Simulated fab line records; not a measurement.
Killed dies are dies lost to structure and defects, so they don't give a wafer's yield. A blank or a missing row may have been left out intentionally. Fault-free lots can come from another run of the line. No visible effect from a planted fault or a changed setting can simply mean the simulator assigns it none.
Chamber matching || flow nand harc || rie diel-13 running NHARC_A_STAIRCASE_DESCUM_443: 4 sister chambers
The step chemistry O2, time 3 s. 24 wafers are shown with their chamber, then 12 later ones without.

## WAFERS PAIRED WITH THEIR CHAMBERS
{"wafer": "L075.1", "chamber": 3, "showerhead plenum p Torr (Torr)": 1.78, "drypump motor current A (A)": 5.5, "oes product au (a.u.)": 0.993}
{"wafer": "L075.3", "chamber": 1, "showerhead plenum p Torr (Torr)": 1.91, "drypump motor current A (A)": 6.1, "oes product au (a.u.)": 0.972}
{"wafer": "L075.6", "chamber": 3, "showerhead plenum p Torr (Torr)": 1.78, "drypump motor current A (A)": 5.5, "oes product au (a.u.)": 0.998}
{"wafer": "L077.2", "chamber": 1, "showerhead plenum p Torr (Torr)": 1.91, "drypump motor current A (A)": 6.1, "oes product au (a.u.)": 0.984}
{"wafer": "L077.4", "chamber": 2, "showerhead plenum p Torr (Torr)": 1.88, "drypump motor current A (A)": 5.3, "oes product au (a.u.)": 0.984}
{"wafer": "L077.5", "chamber": 2, "showerhead plenum p Torr (Torr)": 1.88, "drypump motor current A (A)": 5.3, "oes product au (a.u.)": 0.986}
{"wafer": "L077.1", "chamber": 0, "showerhead plenum p Torr (Torr)": 2.07, "drypump motor current A (A)": 5.9, "oes product au (a.u.)": 0.988}
{"wafer": "L077.3", "chamber": 3, "showerhead plenum p Torr (Torr)": 1.77, "drypump motor current A (A)": 5.5, "oes product au (a.u.)": 0.985}
{"wafer": "L077.6", "chamber": 3, "showerhead plenum p Torr (Torr)": 1.78, "drypump motor current A (A)": 5.5, "oes product au (a.u.)": 1.001}
{"wafer": "L078.1", "chamber": 1, "showerhead plenum p Torr (Torr)": 1.91, "drypump motor current A (A)": 6.1, "oes product au (a.u.)": 0.972}
{"wafer": "L078.5", "chamber": 0, "showerhead plenum p Torr (Torr)": 2.07, "drypump motor current A (A)": 5.9, "oes product au (a.u.)": 0.996}
{"wafer": "L078.6", "chamber": 1, "showerhead plenum p Torr (Torr)": 1.91, "drypump motor current A (A)": 6.1, "oes product au (a.u.)": 0.975}
{"wafer": "L083.2", "chamber": 0, "showerhead plenum p Torr (Torr)": 2.07, "drypump motor current A (A)": 5.9, "oes product au (a.u.)": 0.978}
{"wafer": "L083.5", "chamber": 1, "showerhead plenum p Torr (Torr)": 1.91, "drypump motor current A (A)": 6.1, "oes product au (a.u.)": 0.966}
{"wafer": "L083.6", "chamber": 0, "showerhead plenum p Torr (Torr)": 2.07, "drypump motor current A (A)": 5.9, "oes product au (a.u.)": 0.992}
{"wafer": "L083.1", "chamber": 1, "showerhead plenum p Torr (Torr)": 1.91, "drypump motor current A (A)": 6.1, "oes product au (a.u.)": 0.966}
{"wafer": "L083.3", "chamber": 2, "showerhead plenum p Torr (Torr)": 1.88, "drypump motor current A (A)": 5.4, "oes product au (a.u.)": 0.990}
{"wafer": "L083.4", "chamber": 3, "showerhead plenum p Torr (Torr)": 1.77, "drypump motor current A (A)": 5.5, "oes product au (a.u.)": 1.008}
{"wafer": "L087.2", "chamber": 2, "showerhead plenum p Torr (Torr)": 1.88, "drypump motor current A (A)": 5.3, "oes product au (a.u.)": 0.991}
{"wafer": "L087.3", "chamber": 1, "showerhead plenum p Torr (Torr)": 1.90, "drypump motor current A (A)": 6.1, "oes product au (a.u.)": 0.966}
{"wafer": "L087.4", "chamber": 3, "showerhead plenum p Torr (Torr)": 1.77, "drypump motor current A (A)": 5.5, "oes product au (a.u.)": 1.001}
{"wafer": "L087.1", "chamber": 0, "showerhead plenum p Torr (Torr)": 2.07, "drypump motor current A (A)": 5.9, "oes product au (a.u.)": 0.986}
{"wafer": "L087.5", "chamber": 2, "showerhead plenum p Torr (Torr)": 1.88, "drypump motor current A (A)": 5.3, "oes product au (a.u.)": 0.993}
{"wafer": "L087.6", "chamber": 1, "showerhead plenum p Torr (Torr)": 1.90, "drypump motor current A (A)": 6.1, "oes product au (a.u.)": 0.968}

SIGNATURES (means of the wafers above)
{"reading": "showerhead plenum p Torr", "chamber 0": 2.0700, "chamber 1": 1.9075, "chamber 2": 1.8800, "chamber 3": 1.7750, "scatter within a chamber": 0.00387}
{"reading": "drypump motor current A", "chamber 0": 5.900, "chamber 1": 6.100, "chamber 2": 5.320, "chamber 3": 5.500, "scatter within a chamber": 0.02}
{"reading": "oes product au", "chamber 0": 0.98800, "chamber 1": 0.97113, "chamber 2": 0.98880, "chamber 3": 0.99767, "scatter within a chamber": 0.00641}
Rule: for each reading, subtract the chamber's mean from the wafer's reading, divide by that reading's scatter and square the result; add these up over the readings and take the root, which gives the wafer's distance from the chamber. The wafer belongs to the nearest chamber; if the next one is less than 2 further off, it can't be placed. How the scatter is found: for the shown wafers, subtract from each reading the mean of its chamber, square and add these, divide the total by (wafers less chambers), then take the root.

## WAFERS WITH NO CHAMBER GIVEN
{"wafer": "L085.2", "showerhead plenum p Torr (Torr)": 1.77, "drypump motor current A (A)": 5.5, "oes product au (a.u.)": 1.006}
{"wafer": "L085.3", "showerhead plenum p Torr (Torr)": 1.90, "drypump motor current A (A)": 6.1, "oes product au (a.u.)": 0.978}
{"wafer": "L085.5", "showerhead plenum p Torr (Torr)": 1.90, "drypump motor current A (A)": 6.1, "oes product au (a.u.)": 0.959}
{"wafer": "L089.2", "showerhead plenum p Torr (Torr)": 1.87, "drypump motor current A (A)": 5.3, "oes product au (a.u.)": 0.996}
{"wafer": "L089.5", "showerhead plenum p Torr (Torr)": 1.87, "drypump motor current A (A)": 5.3, "oes product au (a.u.)": 1.006}
{"wafer": "L089.6", "showerhead plenum p Torr (Torr)": 1.77, "drypump motor current A (A)": 5.5, "oes product au (a.u.)": 0.996}
{"wafer": "L092.2", "showerhead plenum p Torr (Torr)": 2.06, "drypump motor current A (A)": 5.9, "oes product au (a.u.)": 0.995}
{"wafer": "L092.4", "showerhead plenum p Torr (Torr)": 1.77, "drypump motor current A (A)": 5.5, "oes product au (a.u.)": 1.014}
{"wafer": "L092.6", "showerhead plenum p Torr (Torr)": 1.87, "drypump motor current A (A)": 5.3, "oes product au (a.u.)": 1.000}
{"wafer": "L095.1", "showerhead plenum p Torr (Torr)": 2.06, "drypump motor current A (A)": 5.9, "oes product au (a.u.)": 0.983}
{"wafer": "L095.3", "showerhead plenum p Torr (Torr)": 1.90, "drypump motor current A (A)": 6.1, "oes product au (a.u.)": 0.985}
{"wafer": "L095.6", "showerhead plenum p Torr (Torr)": 1.90, "drypump motor current A (A)": 6.1, "oes product au (a.u.)": 0.996}

## EACH ONE'S CHAMBER
{"wafer": "L085.2", "from the rows above": 3, "in truth": 3}
{"wafer": "L085.3", "from the rows above": 1, "in truth": 1}
{"wafer": "L085.5", "from the rows above": 1, "in truth": 1}
{"wafer": "L089.2", "from the rows above": 2, "in truth": 2}
{"wafer": "L089.5", "from the rows above": 2, "in truth": 2}
{"wafer": "L089.6", "from the rows above": 3, "in truth": 3}
{"wafer": "L092.2", "from the rows above": 0, "in truth": 0}
{"wafer": "L092.4", "from the rows above": 3, "in truth": 3}
{"wafer": "L092.6", "from the rows above": 2, "in truth": 2}
{"wafer": "L095.1", "from the rows above": 0, "in truth": 0}
{"wafer": "L095.3", "from the rows above": 1, "in truth": 1}
{"wafer": "L095.6", "from the rows above": 1, "in truth": 1}
12 of 12 placed correctly. Not placeable from these rows: 0. 0 placed wrongly.
